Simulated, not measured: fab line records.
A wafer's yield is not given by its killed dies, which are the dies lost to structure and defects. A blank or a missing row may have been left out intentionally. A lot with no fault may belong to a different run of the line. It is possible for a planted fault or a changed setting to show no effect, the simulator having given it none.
Matching of chambers	flow n5Finfet	4 sister chambers for N5_BEOL_M13_DESCUM_15 on rieDiel-06
The step chemistry O2, time 7.9 s. 18 wafers are shown with their chamber, then 9 later ones without.

== EACH WAFER AND ITS CHAMBER ==
wafer	chamber	drypumpMotorCurrentA (A)	throttleValvePct (%)	showerheadPlenumPTorr (Torr)
L078.1	3	5.5	20.18	2.12
L078.3	0	5.9	20.40	2.07
L078.6	3	5.5	20.20	2.12
L083.2	0	5.9	20.41	2.06
L083.3	1	5.4	20.08	2.06
L083.5	3	5.5	20.21	2.11
L082.1	3	5.5	20.21	2.11
L082.2	1	5.5	20.09	2.06
L082.3	0	5.9	20.42	2.06
L085.3	0	5.9	20.44	2.06
L085.4	1	5.5	20.11	2.06
L085.6	2	5.2	20.70	2.14
L087.2	2	5.2	20.69	2.14
L087.5	2	5.2	20.71	2.14
L087.6	3	5.5	20.22	2.11
L088.3	3	5.5	20.21	2.11
L088.4	3	5.5	20.23	2.11
L088.6	2	5.2	20.71	2.14

SIGNATURES (averages over the wafers above)
reading	chamber 0	chamber 1	chamber 2	chamber 3	scatter within a chamber
drypumpMotorCurrentA	5.900	5.467	5.200	5.500	0.0218
throttleValvePct	20.4175	20.0933	20.7025	20.2086	0.0149
showerheadPlenumPTorr	2.0625	2.0600	2.1400	2.1129	0.00394
Rule: for each reading, subtract the chamber's mean from the wafer's reading, divide by that reading's scatter and square the result; add these up over the readings and take the root, which gives the wafer's distance from the chamber. The wafer belongs to the nearest chamber; if the next one is less than 2 further off, it can't be placed. The scatter is the square root of a quotient: the sum, over the shown wafers, of each reading's squared deviation from its chamber's mean, divided by wafers minus chambers.

== WAFERS WHOSE CHAMBER IS MISSING ==
wafer	drypumpMotorCurrentA (A)	throttleValvePct (%)	showerheadPlenumPTorr (Torr)
L093.1	5.9	20.43	2.06
L093.2	5.2	20.73	2.14
L093.5	5.2	20.72	2.14
L096.1	5.5	20.12	2.06
L096.2	5.5	20.25	2.10
L096.3	5.2	20.25	2.14
L097.2	5.5	20.25	2.10
L097.4	5.9	20.45	2.05
L097.6	5.5	20.26	2.10

== WHICH CHAMBER EACH ONE RAN IN ==
wafer	from the rows above	in truth
L093.1	0	0
L093.2	2	2
L093.5	2	2
L096.1	1	1
L096.2	3	3
L096.3	3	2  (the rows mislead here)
L097.2	3	3
L097.4	0	0
L097.6	3	3
Correct placement for 8 of the 9. Number that these rows cannot place: 0. Number placed wrongly: 1.
